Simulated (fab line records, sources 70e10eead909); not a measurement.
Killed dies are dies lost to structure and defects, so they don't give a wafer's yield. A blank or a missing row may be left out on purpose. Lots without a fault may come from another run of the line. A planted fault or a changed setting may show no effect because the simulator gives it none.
Chamber matching | flow nand_harc | NHARC_A_STAIRCASE_DEP_151 on pecvd-02: 3 sister chambers
The step deposits SiO2, target thk 7200 nm. 16 wafers are shown with their chamber, then 8 later ones without.

WAFERS WITH THEIR CHAMBER
wafer  | chamber | heater_power_w (W)
L077.3 | 2       | 746
L077.4 | 1       | 593
L077.6 | 2       | 643
L079.1 | 2       | 799
L079.2 | 1       | 694
L079.4 | 1       | 583
L080.4 | 1       | 595
L080.5 | 2       | 659
L080.6 | 0       | 758
L082.1 | 2       | 747
L082.2 | 0       | 791
L082.4 | 0       | 751
L085.2 | 1       | 671
L085.3 | 0       | 765
L085.6 | 0       | 762
L087.2 | 2       | 761

SIGNATURES (means of the wafers above)
reading        | chamber 0 | chamber 1 | chamber 2 | scatter within a chamber
heater_power_w | 765.40    | 627.20    | 725.83    | 48.2
Rule: a wafer's distance from a chamber is the root of the sum, over the readings, of the square of ((its reading less the chamber's mean) divided by the reading's scatter). The wafer belongs to the nearest chamber; if the next one is less than 2 further off, it can't be placed. The scatter: the root of (the sum of the squares of (reading less its chamber's mean) over the shown wafers, divided by (wafers less chambers)).

WAFERS WITHOUT THEIR CHAMBER
wafer  | heater_power_w (W)
L087.4 | 650
L087.5 | 755
L088.1 | 653
L088.4 | 648
L088.5 | 754
L090.1 | 628
L090.5 | 590
L090.6 | 763

WHICH CHAMBER EACH WENT THROUGH
wafer  | from the rows above          | in truth
L087.4 | can't be placed: 1 or 2 or 0 | 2
L087.5 | can't be placed: 0 or 2      | 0
L088.1 | can't be placed: 1 or 2 or 0 | 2
L088.4 | can't be placed: 1 or 2      | 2
L088.5 | can't be placed: 0 or 2      | 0
L090.1 | 1                            | 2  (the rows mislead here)
L090.5 | 1                            | 1
L090.6 | can't be placed: 0 or 2      | 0
Placed correctly: 1 of 8. Can't be placed from these rows: 6 (the true chamber is among the candidates in 6). Placed wrongly: 1.
